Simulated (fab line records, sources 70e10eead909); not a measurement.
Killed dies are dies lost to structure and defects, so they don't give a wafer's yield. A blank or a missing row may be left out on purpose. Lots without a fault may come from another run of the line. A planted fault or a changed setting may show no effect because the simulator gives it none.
Which tool did it? | flow nand_harc | 15 lots, 42 wafers sampled, at 4 steps of a route of 1302

WHAT THE GAUGES READ, wafer by wafer
The record holds no reading of a measuring or inspecting step that can be judged against a usual standard deviation.

WHICH TOOL RAN EACH LOT (tool, then ch and the chambers of the sampled wafers, then the start)
lot  | NHARC_A_STAIRCASE_STRIP_171          | NHARC_A_STAIRCASE_ETCH_13          | NHARC_A_STAIRCASE_TRIM_14      | NHARC_A_STAIRCASE_TRIM_18
L405 | plasma_asher-02 ch 0, day 15 20:32   | rie_diel-08 ch 0,1, day 15 22:08   | rie_diel-08 ch 1,2, no start   | rie_diel-08 ch 0,1,3, no start
L406 | plasma_asher-02 ch 0,1, day 16 17:23 | rie_diel-03 ch 0,1,2, day 16 19:01 | rie_diel-03 ch 1,2,3, no start | rie_diel-03 ch 1,2,3, no start
L407 | plasma_asher-01 ch 0,1, day 16 17:33 | rie_diel-12 ch 0,1, day 16 19:22   | rie_diel-12 ch 0,1, no start   | rie_diel-12 ch 0,1, no start
L410 | plasma_asher-01 ch 1, day 18 12:33   | rie_diel-03 ch 1,3, day 18 14:16   | rie_diel-03 ch 0,1, no start   | rie_diel-03 ch 0,1,3, no start
L411 | plasma_asher-01 ch 0,1, day 18 22:14 | rie_diel-12 ch 1,2,3, day 18 23:56 | rie_diel-12 ch 1,2, no start   | rie_diel-12 ch 0,2, no start
L412 | plasma_asher-01 ch 0,1, day 20 06:46 | rie_diel-12 ch 1,3, day 20 08:33   | rie_diel-12 ch 0,3, no start   | rie_diel-12 ch 0,2,3, no start
L416 | plasma_asher-02 ch 1, day 20 22:12   | rie_diel-12 ch 2,3, day 20 23:46   | rie_diel-12 ch 1,2, no start   | rie_diel-12 ch 0,3, no start
L418 | plasma_asher-02 ch 0, day 21 06:31   | rie_diel-12 ch 0,3, day 21 08:16   | rie_diel-12 ch 1,3, no start   | rie_diel-12 ch 0,1, no start
L419 | plasma_asher-02 ch 0,1, day 21 22:44 | rie_diel-12 ch 2,3, day 22 00:25   | rie_diel-12 ch 0,3, no start   | rie_diel-12 ch 2,3, no start
L420 | plasma_asher-01 ch 0,1, day 22 11:02 | rie_diel-08 ch 0,1,2, day 22 12:44 | rie_diel-08 ch 0,1,3, no start | rie_diel-08 ch 0,1,3, no start
L423 | plasma_asher-01 ch 0,1, day 23 17:44 | rie_diel-03 ch 0,1,3, day 23 19:29 | rie_diel-03 ch 0,1,3, no start | rie_diel-03 ch 0,2,3, no start
L422 | plasma_asher-01 ch 0,1, day 23 18:17 | rie_diel-08 ch 1,2, day 23 20:24   | rie_diel-08 ch 2,3, no start   | rie_diel-08 ch 0,1,2, no start
L426 | plasma_asher-02 ch 1, day 24 21:27   | rie_diel-03 ch 0,1,3, day 24 23:02 | rie_diel-03 ch 0,1,3, no start | rie_diel-03 ch 0,1,2, no start
L425 | plasma_asher-02 ch 0,1, day 25 03:41 | rie_diel-12 ch 0,2,3, day 25 05:26 | rie_diel-12 ch 0,1,2, no start | rie_diel-12 ch 0,1,2, no start
L427 | plasma_asher-01 ch 0,1, day 25 09:52 | rie_diel-12 ch 0,1,2, day 25 11:32 | rie_diel-12 ch 0,1,2, no start | rie_diel-12 ch 0,1,2, no start
- NHARC_A_STAIRCASE_STRIP_171: strips in O2.
- NHARC_A_STAIRCASE_ETCH_13: etches the open film in C4F8/O2, target depth 100 nm, time 40.5 s.
- NHARC_A_STAIRCASE_TRIM_14: chemistry O2, time 211.2 s.
- NHARC_A_STAIRCASE_TRIM_18: chemistry O2, time 211.2 s.

WHAT THE TOOLS THEMSELVES READ (means of the sampled wafers that have a number; where no wafer has one, the mark that the record gives instead)
NHARC_A_STAIRCASE_STRIP_171.
lot  | tool            | drypump_motor_current_A (A) | heater_power_w (W)
L405 | plasma_asher-02 | 5.4                         | 292
L406 | plasma_asher-02 | 5.2                         | 302
L407 | plasma_asher-01 | 6.2                         | 307
L410 | plasma_asher-01 | 6.2                         | 305
L411 | plasma_asher-01 | 6.2                         | 305
L412 | plasma_asher-01 | 6.2                         | 308
L416 | plasma_asher-02 | 4.9                         | 334
L418 | plasma_asher-02 | 5.4                         | 298
L419 | plasma_asher-02 | 5.2                         | 318
L420 | plasma_asher-01 | 6.2                         | 309
L423 | plasma_asher-01 | 6.2                         | 313
L422 | plasma_asher-01 | 6.2                         | 322
L426 | plasma_asher-02 | 4.8                         | 340
L425 | plasma_asher-02 | 5.1                         | 322
L427 | plasma_asher-01 | 6.2                         | 324

NHARC_A_STAIRCASE_ETCH_13.
lot  | tool        | oes_product_au (a.u.) | rf_vpp_V (V)
L405 | rie_diel-08 | 0.942                 | 891
L406 | rie_diel-03 | 0.950                 | 900
L407 | rie_diel-12 | 0.927                 | 898
L410 | rie_diel-03 | 0.953                 | 901
L411 | rie_diel-12 | 0.954                 | 895
L412 | rie_diel-12 | 0.947                 | 895
L416 | rie_diel-12 | 1.075                 | 894
L418 | rie_diel-12 | 1.016                 | 894
L419 | rie_diel-12 | 1.001                 | 893
L420 | rie_diel-08 | 0.948                 | 888
L423 | rie_diel-03 | 0.941                 | 898
L422 | rie_diel-08 | 0.934                 | 887
L426 | rie_diel-03 | 0.947                 | 898
L425 | rie_diel-12 | 0.932                 | 892
L427 | rie_diel-12 | 0.936                 | 894

NHARC_A_STAIRCASE_TRIM_14.
lot  | tool        | drypump_motor_current_A (A) | oes_product_au (a.u.) | rf_vpp_V (V) | showerhead_plenum_p_Torr (Torr) | throttle_valve_pct (%)
L405 | rie_diel-08 | 6.2                         | 0.996                 | 56.9         | 3.31                            | 17.031
L406 | rie_diel-03 | 5.5                         | 0.991                 | 57.8         | 3.57                            | 17.024
L407 | rie_diel-12 | 5.5                         | 1.004                 | 57.8         | 3.54                            | 17.036
L410 | rie_diel-03 | 5.1                         | 1.013                 | 58.1         | 3.67                            | 17.040
L411 | rie_diel-12 | 5.4                         | 1.003                 | 58.6         | 3.51                            | 17.035
L412 | rie_diel-12 | 5.5                         | 0.991                 | 57.2         | 3.47                            | 17.037
L416 | rie_diel-12 | 5.5                         | 0.986                 | 58.5         | 3.52                            | 17.046
L418 | rie_diel-12 | 5.6                         | 0.984                 | 58.3         | 3.52                            | 17.023
L419 | rie_diel-12 | 5.5                         | 0.994                 | 58.0         | 3.46                            | 17.042
L420 | rie_diel-08 | 5.7                         | 0.997                 | 57.4         | 3.33                            | 17.031
L423 | rie_diel-03 | 5.3                         | 0.998                 | 57.8         | 3.60                            | 17.032
L422 | rie_diel-08 | 5.6                         | 1.004                 | 57.4         | 3.30                            | 17.036
L426 | rie_diel-03 | 5.2                         | 1.000                 | 58.0         | 3.59                            | 17.038
L425 | rie_diel-12 | 5.5                         | 0.992                 | 56.9         | 3.49                            | 17.034
L427 | rie_diel-12 | 5.5                         | 0.993                 | 57.6         | 3.49                            | 17.033

NHARC_A_STAIRCASE_TRIM_18.
lot  | tool        | drypump_motor_current_A (A) | oes_product_au (a.u.) | rf_vpp_V (V) | showerhead_plenum_p_Torr (Torr) | throttle_valve_pct (%)
L405 | rie_diel-08 | 5.77                        | 1.002                 | 57.3         | 3.36                            | 17.038
L406 | rie_diel-03 | 5.47                        | 0.998                 | 57.1         | 3.57                            | 17.038
L407 | rie_diel-12 | 5.61                        | 1.003                 | 57.8         | 3.59                            | 17.045
L410 | rie_diel-03 | 5.27                        | 1.004                 | 58.1         | 3.61                            | 17.043
L411 | rie_diel-12 | 5.39                        | 0.998                 | 57.5         | 3.48                            | 17.027
L412 | rie_diel-12 | 5.39                        | 1.000                 | 57.8         | 3.46                            | 17.047
L416 | rie_diel-12 | 5.51                        | 0.996                 | 57.6         | 3.46                            | 17.041
L418 | rie_diel-12 | 5.58                        | 1.004                 | 58.3         | 3.54                            | 17.032
L419 | rie_diel-12 | 5.35                        | 0.990                 | 58.0         | 3.44                            | 17.032
L420 | rie_diel-08 | 5.77                        | 1.004                 | 57.8         | 3.33                            | 17.039
L423 | rie_diel-03 | 5.34                        | 0.998                 | 58.2         | 3.49                            | 17.042
L422 | rie_diel-08 | 5.98                        | 0.998                 | 57.7         | 3.31                            | 17.042
L426 | rie_diel-03 | 5.28                        | 0.993                 | 57.9         | 3.60                            | 17.034
L425 | rie_diel-12 | 5.45                        | 0.999                 | 57.9         | 3.49                            | 17.049
L427 | rie_diel-12 | 5.46                        | 1.001                 | 57.1         | 3.49                            | 17.035

THE ANSWER, worked out from the rows above alone
Rule: what is usual is taken from the lots themselves. Put in order of their means at a reading, lots are off if they are a third of the lots or fewer, leave a main group of 4 or more, and stand apart from it by a gap of 3 or more times the standard deviation of the main group's means; of several such gaps the widest counts. A main group whose means are all the same, to the digits that the tables above print for the reading, isn't used. A lot without any number at a reading at which 4 lots or more have one is off too. The other lots that the step has rows for count as sound. The gauges are gone through in route order, then the tools' own readings, and for those a lot's mean is taken as printed above. The first step at which some lot is off is used, and at that step the reading that is off furthest; a lot without a number counts as furthest.
Off: L416, L418, L419, at NHARC_A_STAIRCASE_ETCH_13 (oes_product_au). The main group: mean 0.943 a.u., standard deviation 0.0084.
A tool fits if, at that step or a process step before it, it ran every lot that is off, and no sound lot after the first of them. None of those tried fits.

WHAT THE SIMULATOR HAD PUT IN
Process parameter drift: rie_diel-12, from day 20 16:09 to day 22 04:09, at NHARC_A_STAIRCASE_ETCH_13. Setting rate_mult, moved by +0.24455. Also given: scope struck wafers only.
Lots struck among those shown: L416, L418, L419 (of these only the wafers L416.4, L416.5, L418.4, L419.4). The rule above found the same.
